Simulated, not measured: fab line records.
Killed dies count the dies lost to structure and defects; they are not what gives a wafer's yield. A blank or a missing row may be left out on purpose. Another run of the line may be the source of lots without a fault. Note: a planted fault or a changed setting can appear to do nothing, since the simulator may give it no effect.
The tool behind it: which one? | flow nandHarc | Sampling: 12 lots, 36 wafers, 5 of 1302 route steps

WHAT THE GAUGES SHOWED, per wafer
NHARC_A_SLIT_CD_MEAS_21. Usual: cdNm 289.6 nm, standard deviation 0.84.
lot  | measured     | on       | cdNm (nm)         | flag
L244 | day 20 11:26 | cdSem-01 | 290.6 291.0 290.8 | 
L246 | day 20 20:40 | cdSem-01 | 288.5 288.6 288.8 | 
L247 | day 20 21:39 | cdSem-01 | 289.7 289.4 289.6 | 
L245 | day 21 00:05 | cdSem-02 | 288.3 289.9 289.3 | 
L248 | day 21 18:04 | cdSem-03 | 289.5 289.0 289.9 | 
L250 | day 22 23:56 | cdSem-02 | 289.8 290.4 289.6 | 
L251 | day 23 18:50 | cdSem-01 | 288.8 288.2 288.2 | 
L257 | day 26 02:29 | cdSem-02 | 291.1 290.7 291.6 | 
L260 | day 27 09:30 | cdSem-02 | 288.8 289.9 289.3 | 
L262 | day 27 22:36 | cdSem-01 | 289.6 289.6 289.7 | 
L264 | day 28 20:12 | cdSem-02 | 290.1 289.2 288.7 | 
L266 | day 29 23:15 | cdSem-02 | 290.9 290.4 289.8 | 

NHARC_END_SORT_01. Usual: killedAtArray 53, standard deviation 18; killedAtOther 0.8, standard deviation 1.1; killedAtPeriphery 4.1, standard deviation 2.7; killedDies 58, standard deviation 18; killedOpen 3.1, standard deviation 1.7; killedShort 2.7, standard deviation 1.7.
lot  | measured     | on        | killedAtArray | killedAtOther | killedAtPeriphery | killedDies | killedOpen | killedShort | flag
L257 | day 30 09:52 | prober-01 | 272 39 277    | 1 0 1         | 1 0 1             | 274 39 279 | 0 1 6      | 6 3 7       | OFF
L260 | day 31 13:25 | prober-01 | 271 278 72    | 0 1 0         | 1 3 2             | 272 282 74 | 4 3 4      | 4 4 2       | OFF

WHAT TOOL EACH LOT RAN ON (gives the tool, then ch and the chambers of the sampled wafers, and finally the start)
lot  | NHARC_A_SLIT_ETCH_17            | NHARC_A_SLIT_ETCH_26            | NHARC_A_WL_FILL_ETCHBACK_17
L244 | harEtch-02 ch 0,1, day 20 06:22 | harEtch-02 ch 0,1, day 20 09:59 | rieMetal-03 ch 0,1, day 21 05:56
L246 | harEtch-01 ch 0,1, day 20 15:42 | harEtch-01 ch 0,1, day 20 18:49 | rieMetal-01 ch 0,1, day 21 16:32
L247 | harEtch-02 ch 0,1, day 20 17:13 | harEtch-02 ch 0,1, day 20 20:15 | rieMetal-02 ch 0,1, day 21 16:35
L245 | harEtch-01 ch 0,1, day 20 18:58 | harEtch-01 ch 0,1, day 20 22:40 | rieMetal-03 ch 0,1, day 21 17:28
L248 | harEtch-02 ch 0,1, day 21 13:01 | harEtch-02 ch 0,1, day 21 16:38 | rieMetal-03 ch 0,1, day 22 12:42
L250 | harEtch-01 ch 0,1, day 22 18:57 | harEtch-01 ch 0,1, day 22 22:31 | rieMetal-02 ch 0,1, day 23 18:59
L251 | harEtch-02 ch 0,1, day 23 13:51 | harEtch-02 ch 0,1, day 23 17:25 | rieMetal-03 ch 0,1, day 24 13:02
L257 | harEtch-01 ch 0,1, day 25 21:25 | harEtch-01 ch 0,1, day 26 01:04 | rieMetal-03 ch 0,1, day 27 00:14
L260 | harEtch-01 ch 0,1, day 27 04:28 | harEtch-01 ch 0,1, day 27 08:05 | rieMetal-03 ch 0,1, day 28 04:02
L262 | harEtch-02 ch 0,1, day 27 18:46 | harEtch-02 ch 0,1, day 27 21:13 | rieMetal-02 ch 0,1, day 28 19:17
L264 | harEtch-02 ch 0,1, day 28 15:09 | harEtch-02 ch 0,1, day 28 18:47 | rieMetal-01 ch 0,1, day 29 13:20
L266 | harEtch-02 ch 0,1, day 29 18:48 | harEtch-02 ch 0,1, day 29 21:52 | rieMetal-03 ch 0,1, day 30 19:09
- NHARC_A_SLIT_ETCH_17: etches the open film in C4F8/O2/Ar, time 4254.5 s, target depth 20300 nm.
- NHARC_A_SLIT_ETCH_26: etches the open film in C4F8/O2/Ar, time 90 s, target depth 400 nm.
- NHARC_A_WL_FILL_ETCHBACK_17: etches the open film in Cl2/BCl3, target depth 4 nm, time 26.7 s.

WHAT THE TOOLS THEMSELVES READ (means of the sampled wafers that have a number; where no wafer has one, the mark that the record gives instead)
NHARC_A_SLIT_ETCH_17. Usual: drypumpMotorCurrentA 5.6 A, standard deviation 0.62; mfcArSccm 374.9 sccm, standard deviation 1.1; oesAirLineAu 1.001 a.u., standard deviation 0.021; showerheadPlenumPTorr 3.66 Torr, standard deviation 0.19; throttleValvePct 32.045 %, standard deviation 0.0098.
lot  | tool       | drypumpMotorCurrentA (A) | mfcArSccm (sccm) | oesAirLineAu (a.u.) | showerheadPlenumPTorr (Torr) | throttleValvePct (%) | flag
L244 | harEtch-02 | 6.4                      | 374.3            | 1.003               | 3.92                         | 32.042               | 
L246 | harEtch-01 | 5.1                      | 375.3            | 1.031               | 3.56                         | 32.049               | 
L247 | harEtch-02 | 6.1                      | 374.3            | 0.978               | 3.91                         | 32.044               | 
L245 | harEtch-01 | 5.1                      | 375.5            | 0.979               | 3.55                         | 32.055               | 
L248 | harEtch-02 | 6.1                      | 375.1            | 1.005               | 3.91                         | 32.056               | 
L250 | harEtch-01 | 5.1                      | 374.9            | 1.003               | 3.51                         | 32.047               | 
L251 | harEtch-02 | 6.1                      | 374.4            | 0.990               | 3.89                         | 32.044               | 
L257 | harEtch-01 | 5.1                      | 374.5            | 0.983               | 3.48                         | 32.032               | 
L260 | harEtch-01 | 5.0                      | 375.3            | 0.998               | 3.48                         | 32.044               | 
L262 | harEtch-02 | 6.2                      | 375.6            | 0.980               | 3.86                         | 32.031               | 
L264 | harEtch-02 | 6.4                      | 374.6            | 0.993               | 3.85                         | 32.056               | 
L266 | harEtch-02 | 6.4                      | 373.9            | 0.998               | 3.84                         | 32.043               | 

NHARC_A_SLIT_ETCH_26. Usual: drypumpMotorCurrentA 5.6 A, standard deviation 0.62; mfcArSccm 375.1 sccm, standard deviation 1.2; oesAirLineAu 0.999 a.u., standard deviation 0.021; showerheadPlenumPTorr 3.69 Torr, standard deviation 0.19; throttleValvePct 27.619 %, standard deviation 0.0099.
lot  | tool       | drypumpMotorCurrentA (A) | mfcArSccm (sccm) | oesAirLineAu (a.u.) | showerheadPlenumPTorr (Torr) | throttleValvePct (%) | flag
L244 | harEtch-02 | 6.4                      | 376.3            | 1.005               | 3.96                         | 27.614               | 
L246 | harEtch-01 | 5.1                      | 374.8            | 0.993               | 3.58                         | 27.622               | 
L247 | harEtch-02 | 6.1                      | 374.5            | 0.997               | 3.95                         | 27.623               | 
L245 | harEtch-01 | 5.1                      | 375.0            | 0.980               | 3.58                         | 27.623               | 
L248 | harEtch-02 | 6.1                      | 375.2            | 0.984               | 3.94                         | 27.610               | 
L250 | harEtch-01 | 5.0                      | 375.3            | 1.023               | 3.54                         | 27.634               | 
L251 | harEtch-02 | 6.1                      | 375.6            | 0.984               | 3.93                         | 27.620               | 
L257 | harEtch-01 | 5.1                      | 374.9            | 0.979               | 3.51                         | 27.612               | 
L260 | harEtch-01 | 5.1                      | 375.3            | 1.013               | 3.50                         | 27.627               | 
L262 | harEtch-02 | 6.1                      | 375.9            | 0.993               | 3.90                         | 27.611               | 
L264 | harEtch-02 | 6.4                      | 374.5            | 0.999               | 3.89                         | 27.612               | 
L266 | harEtch-02 | 6.4                      | 374.7            | 1.021               | 3.88                         | 27.613               | 

NHARC_A_WL_FILL_ETCHBACK_17. Usual: drypumpMotorCurrentA 5.3 A, standard deviation 0.31; oesProductAu 1.000 a.u., standard deviation 0.0097; runLengthS 47.7 s, standard deviation 0.44.
lot  | tool        | drypumpMotorCurrentA (A) | oesProductAu (a.u.) | runLengthS (s) | flag
L244 | rieMetal-03 | 5.2                      | 0.988               | 47.8           | 
L246 | rieMetal-01 | 5.2                      | 1.005               | 47.5           | 
L247 | rieMetal-02 | 5.8                      | 1.000               | 47.5           | 
L245 | rieMetal-03 | 5.2                      | 0.992               | 47.5           | 
L248 | rieMetal-03 | 5.2                      | 0.988               | 47.5           | 
L250 | rieMetal-02 | 5.8                      | 1.004               | 47.6           | 
L251 | rieMetal-03 | 5.1                      | 0.998               | 47.9           | 
L257 | rieMetal-03 | 5.0                      | 1.005               | 36.8           | OFF
L260 | rieMetal-03 | 5.1                      | 1.007               | 36.9           | OFF
L262 | rieMetal-02 | 5.6                      | 0.997               | 47.9           | 
L264 | rieMetal-01 | 5.2                      | 1.003               | 47.6           | 
L266 | rieMetal-03 | 5.2                      | 0.994               | 47.6           | 

THE ANSWER, worked out from the rows above alone
Rule: a lot counts as off when the mean over its wafers that have a number is more than 3 standard deviations away from the usual mean. A lot without any number at a reading at which 4 lots or more have one is off too. The other lots that the step has rows for count as sound. The gauges are gone through in route order, then the tools' own readings, and for those a lot's mean is taken as printed above. At the first step where some lot is off, the reading lying furthest off is the one used; lots without a number count as furthest.
Off: L257, L260, at NHARC_END_SORT_01 (killedAtArray). Neither off nor sound, because the step has no rows for them: L244, L246, L247, L245, L248, L250, L251, L262, L264, L266.
A tool fits if, at a process step before that reading, it ran every lot that is off, and no sound lot after the first of them. The gauges at NHARC_END_SORT_01 aren't tried: what is off there is off at NHARC_A_WL_FILL_ETCHBACK_17 too, on other tools, and a gauge's error can't cause that. 2 tools fit, harEtch-01 at NHARC_A_SLIT_ETCH_17 and NHARC_A_SLIT_ETCH_26 and rieMetal-03 at NHARC_A_WL_FILL_ETCHBACK_17, so this cannot tell which one it is.

WHAT THE SIMULATOR PUT IN
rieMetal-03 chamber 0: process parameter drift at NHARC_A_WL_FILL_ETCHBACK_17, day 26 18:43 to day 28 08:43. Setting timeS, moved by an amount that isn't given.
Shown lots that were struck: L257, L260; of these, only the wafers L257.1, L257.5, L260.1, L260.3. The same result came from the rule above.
